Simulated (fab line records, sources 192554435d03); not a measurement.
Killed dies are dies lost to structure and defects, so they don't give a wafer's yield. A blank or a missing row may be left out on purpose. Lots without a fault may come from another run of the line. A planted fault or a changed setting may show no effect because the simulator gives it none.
fab line records | flow n5_finfet
record lots=13 wafers=34 last_day=17
route steps=1938 shown BEOL_M5@1183 BEOL_M6@1194
lots that met no fault: from a run of the same line without faults
start_h: hours from the record's first day to the start of the lot's first wafer shown | wait_h: hours since the lot's step before | " the same as in the row above | L1.1+2: a row that stands for several wafers | - no value, or no start given | * or withheld: withheld | < > ~ a bound
route shown NAME@n: a module of which the file shows steps, and the number in the route of the first | usual: mean/standard deviation of fault-free wafers | same: alike in all rows | chamber/n: place in a boat | sites: the reading at each site | _std_site: their standard deviation | _edge_site: outer sites' mean less inner sites' | radius_mm: how far each site lies from the wafer's centre | mask NAME#n: copy n | behind: the tool/chamber that last shaped the wafer | hold: why the lot was held/for how many hours/how that ended | device: the transistor (n, p or np) that didn't switch | end of line: the same wafers' tests at the end of the route | a step without rows: its recipe alone | killed: dies lost to structure and defects at the first sort, not the wafer's yield | map: a wafer's dies, x killed, . not, _ none there
set.NAME: the setting as run; set.NAME@STEP: as run at that earlier step | model.NAME: the simulator's own value behind a step, which no gauge read
steps of the route over a sample of lots; a table a step, a row a wafer
services: from which hour (start_h, from the record's first day; less than 0 if before it) a tool's chamber was out of use, for how many hours, and why
## steps
# step N5_BEOL_M5_SPUTTER_90
# recipe material=Cu target_thk_a=45 temp_c=-20 chamber_pressure_pa=0.07 power_w=withheld time_s=8.29
# usual throttle_valve_pct=30.3/0.89
# columns lot.wafer tool chamber start_h wait_h throttle_valve_pct
L262.2 pvd_sputter-01 - 181.27 0.5 30.6
L262.3 " - " " 32.2
L262.6 " - " " 31.7
L263.1 pvd_sputter-01 - 187.68 0.5 31.0
L263.3 " - " " 31.3
L264.2 pvd_sputter-03 - 205.35 0.5 30.2
L264.3 " - " " 29.2
L264.6 " - " " 29.2
L266.1 pvd_sputter-01 - 214.35 0.5 30.4
L266.5 " - " " 30.5
L266.6 " - " " 31.1
L267.1 pvd_sputter-02 - 218.59 0.5 30.4
L267.2 " - " " 29.2
L267.6 " - " " 29.3
L278.1 pvd_sputter-02 - 288.06 0.5 30.3
L278.2 " - " " 29.0
L278.4 " - " " 29.7
L277.2 pvd_sputter-03 - 288.97 0.5 30.3
L277.5 " - " " 31.8
L277.6 " - " " 30.2
L280.3 pvd_sputter-01 - 294.78 0.5 32.1
L280.4 " - " " 30.9
L280.5 " - " " 31.0
L279.3 pvd_sputter-03 - 296.10 0.5 30.4
L279.4 " - " " 30.4
L281.2 pvd_sputter-03 - 309.36 0.5 29.1
L281.5 " - " " 30.2
L282.4 pvd_sputter-02 - 315.23 0.5 29.5
L282.6 " - " " 30.2
L283.3 pvd_sputter-01 - 318.05 0.5 29.4
L283.6 " - " " 30.5
L284.1 pvd_sputter-01 - 322.70 0.5 29.0
L284.3 " - " " 30.8
L284.4 " - " " 30.7
# step N5_BEOL_M5_DEP_56
# recipe material=SiCN target_thk_a=80 temp_c=withheld precursor=3MS/NH3 pressure_torr=3 rf_w=202 time_s=14
# usual showerhead_plenum_p_Torr=3.668/0.011 throttle_valve_pct=9.0/0.47
# columns lot.wafer tool chamber start_h wait_h showerhead_plenum_p_Torr throttle_valve_pct
L262.2 pecvd-01 1 182.26 0.0 3.665 9.5
L262.3 " 0 " " 3.668 8.4
L262.6 " 2 " " 3.665 8.3
L263.1 pecvd-01 2 188.73 0.0 3.667 8.3
L263.3 " 0 " " 3.669 8.2
L264.2 pecvd-03 0 206.77 0.0 3.654 9.3
L264.3 " 1 " " 3.667 9.4
L264.6 " 0 " " 3.661 9.4
L266.1 pecvd-02 2 215.34 0.0 3.673 9.0
L266.5 " 1 " " 3.667 9.3
L266.6 " 2 " " 3.683 9.2
L267.1 pecvd-01 0 219.65 0.0 3.671 8.3
L267.2 " 2 " " 3.655 8.5
L267.6 " 2 " " 3.667 8.8
L278.1 pecvd-03 0 289.05 0.0 3.664 9.2
L278.2 " 1 " " 3.668 9.0
L278.4 " 1 " " 3.674 9.6
L277.2 pecvd-01 1 290.37 0.0 3.673 9.4
L277.5 " 1 " " 3.654 9.4
L277.6 " 0 " " 3.666 8.5
L280.3 pecvd-02 0 295.77 0.0 3.643 9.5
L280.4 " 2 " " 3.674 9.3
L280.5 " 1 " " 3.664 9.5
L279.3 pecvd-03 1 297.15 0.0 3.671 9.4
L279.4 " 0 " " 3.671 9.4
L281.2 pecvd-02 0 310.99 0.0 3.663 9.6
L281.5 " 2 " " 3.687 9.0
L282.4 pecvd-01 1 316.24 0.0 3.663 9.5
L282.6 " 2 " " 3.670 8.5
L283.3 pecvd-02 2 319.04 0.0 3.684 9.0
L283.6 " 1 " " 3.665 9.4
L284.1 pecvd-02 2 323.68 0.0 3.686 9.4
L284.3 " 0 " " 3.647 9.5
L284.4 " 2 " " 3.685 9.1
# step N5_BEOL_M6_ILD_DEP_00
# recipe material=SiCOH_lowk target_thk_a=1797.5 temp_c=300 precursor=DEMS/porogen pressure_torr=5 rf_w=500 time_s=33.4
# usual heater_power_w=285/40 showerhead_plenum_p_Torr=5.739/0.015 susceptor_temp_C=300.00/0.17 throttle_valve_pct=14.0/0.57
# columns lot.wafer tool chamber start_h wait_h heater_power_w showerhead_plenum_p_Torr susceptor_temp_C throttle_valve_pct
L262.2 pecvd-03 1 182.39 0.0 380 5.723 300.01 14.4
L262.3 " 0 " " 296 5.744 299.88 14.3
L262.6 " 2 " " 228 5.755 300.09 12.8
L263.1 pecvd-02 0 188.86 0.0 260 5.721 300.27 14.6
L263.3 " 1 " " 247 5.740 299.75 14.3
L264.2 pecvd-02 2 206.90 0.0 274 5.764 299.95 13.6
L264.3 " 0 " " 251 5.713 299.94 14.6
L264.6 " 2 " " 282 5.759 299.90 13.9
L266.1 pecvd-02 2 215.47 0.0 311 5.759 298.68 13.8
L266.5 " 1 " " 260 5.748 300.13 14.3
L266.6 " 0 " " 249 5.709 299.99 14.5
L267.1 pecvd-02 1 219.80 0.0 262 5.734 299.82 14.3
L267.2 " 2 " " 308 5.749 298.27 13.7
L267.6 " 1 " " 260 5.754 300.01 14.3
L278.1 pecvd-04 1 289.18 0.0 272 5.737 300.21 14.0
L278.2 " 0 " " 269 5.721 299.96 13.8
L278.4 " 2 " " 243 5.736 299.98 12.8
L277.2 pecvd-04 1 290.50 0.0 225 5.732 299.70 14.2
L277.5 " 0 " " 330 5.717 300.13 13.5
L277.6 " 1 " " 234 5.734 299.88 14.3
L280.3 pecvd-04 0 295.90 0.0 279 5.721 299.99 13.9
L280.4 " 2 " " 243 5.736 300.01 12.7
L280.5 " 0 " " 285 5.731 300.10 13.8
L279.3 pecvd-02 1 297.28 0.0 247 5.749 300.41 14.5
L279.4 " 2 " " 314 5.752 300.19 14.2
L281.2 pecvd-04 2 311.12 0.0 253 5.749 300.11 12.7
L281.5 " 0 " " 311 5.727 299.85 13.9
L282.4 pecvd-03 1 316.37 0.1 348 5.746 300.09 14.2
L282.6 " 2 " " 246 5.760 299.83 12.9
L283.3 pecvd-03 1 319.17 0.0 316 5.749 300.03 14.1
L283.6 " 2 " " 256 5.763 300.12 13.0
L284.1 pecvd-03 1 323.81 0.0 376 5.752 300.06 14.3
L284.3 " 2 " " 265 5.762 299.83 13.2
L284.4 " 0 " " 297 5.740 299.85 14.5
# step N5_BEOL_M6_CURE_74
# recipe temp_c=385 time_s=240 ambient=He/Ar material=SiCOH_lowk
# usual lamp_power_pct=52.31/0.056 wafer_temp_C_max=386.6/0.59
# columns lot.wafer tool chamber start_h wait_h lamp_power_pct wafer_temp_C_max
L262.2 uv_cure-03 0 182.70 0.3 52.31 387.1
L262.3 " 0 " " 52.28 386.4
L262.6 " 0 " " 52.31 387.4
L263.1 uv_cure-02 0 188.93 0.0 52.30 386.1
L263.3 " 0 " " 52.29 386.1
L264.2 uv_cure-01 2 207.05 0.1 52.40 386.6
L264.3 " 2 " " 52.32 386.6
L264.6 " 2 " " 52.18 386.3
L266.1 uv_cure-02 0 215.54 0.0 52.39 385.8
L266.5 " 0 " " 52.20 385.7
L266.6 " 0 " " 52.30 385.7
L267.1 uv_cure-02 2 219.86 0.0 52.22 386.6
L267.2 " 2 " " 52.31 386.7
L267.6 " 2 " " 52.35 386.4
L278.1 uv_cure-01 0 289.35 0.1 52.31 387.6
L278.2 " 0 " " 52.38 388.6
L278.4 " 0 " " 52.30 387.6
L277.2 uv_cure-02 0 290.65 0.1 52.32 386.2
L277.5 " 0 " " 52.31 385.4
L277.6 " 0 " " 52.41 386.3
L280.3 uv_cure-02 1 296.28 0.4 52.35 386.4
L280.4 " 1 " " 52.40 387.0
L280.5 " 1 " " 52.27 386.5
L279.3 uv_cure-02 2 297.50 0.2 52.34 386.7
L279.4 " 2 " " 52.41 386.6
L281.2 uv_cure-03 1 311.26 0.1 52.38 386.2
L281.5 " 1 " " 52.34 385.9
L282.4 uv_cure-03 2 316.65 0.3 52.35 387.1
L282.6 " 2 " " 52.31 388.0
L283.3 uv_cure-01 2 319.39 0.2 52.34 386.5
L283.6 " 2 " " 52.33 387.0
L284.1 uv_cure-02 0 323.88 0.0 52.23 385.6
L284.3 " 0 " " 52.35 386.0
L284.4 " 0 " " 52.37 385.7
## services
# columns tool chamber start_h hours kind
pecvd-01 - 158.67 0.7 repair
uv_cure-03 - 159.66 7.5 pm
pvd_sputter-03 - 169.46 17.4 repair
pecvd-03 0 176.17 2.1 scheduled_down
uv_cure-02 - 176.66 2.5 repair
pecvd-04 2 181.58 5.5 scheduled_down
pecvd-04 - 186.89 6.0 pm
pecvd-03 - 194.16 6.6 repair
pecvd-04 1 198.86 14.1 repair
uv_cure-03 - 216.83 1.0 pm
pecvd-04 2 217.99 6.7 repair
pecvd-01 1 218.87 5.0 scheduled_down
uv_cure-02 - 232.01 1.0 pm
uv_cure-02 - 238.47 9.2 pm
pecvd-04 2 246.07 5.5 scheduled_down
pecvd-04 2 251.58 - clean
pecvd-04 2 251.58 - consumable_replace:showerhead
pecvd-04 2 251.58 29.0 scheduled_down
pecvd-03 - 257.52 0.3 repair
pvd_sputter-01 - 265.60 4.9 repair
uv_cure-02 - 281.48 2.8 pm
uv_cure-01 - 295.04 3.0 repair
pvd_sputter-02 - 306.05 1.9 repair
pecvd-01 - 318.31 6.0 pm
## key
first_sign step=N5_BEOL_M6_ILD_DEP_00 reading=susceptor_temp_C direction=down sigmas=9.1 usual=* struck=*
effect none on later readings
met_at N5_BEOL_M6_ILD_DEP_00
struck_lots L266,L267
struck_wafers L266.1,L267.2
not_acting_at N5_BEOL_M5_SPUTTER_90,N5_BEOL_M5_DEP_56,N5_BEOL_M6_CURE_74
onset_between 206.90 215.47
fault kind=process_parameter_drift tool=pecvd-02 chamber=2 onset_h=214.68 steps=N5_BEOL_M6_ILD_DEP_00 channel=temp_c offset=* shape=step end_h=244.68 acts_in=* stated=*
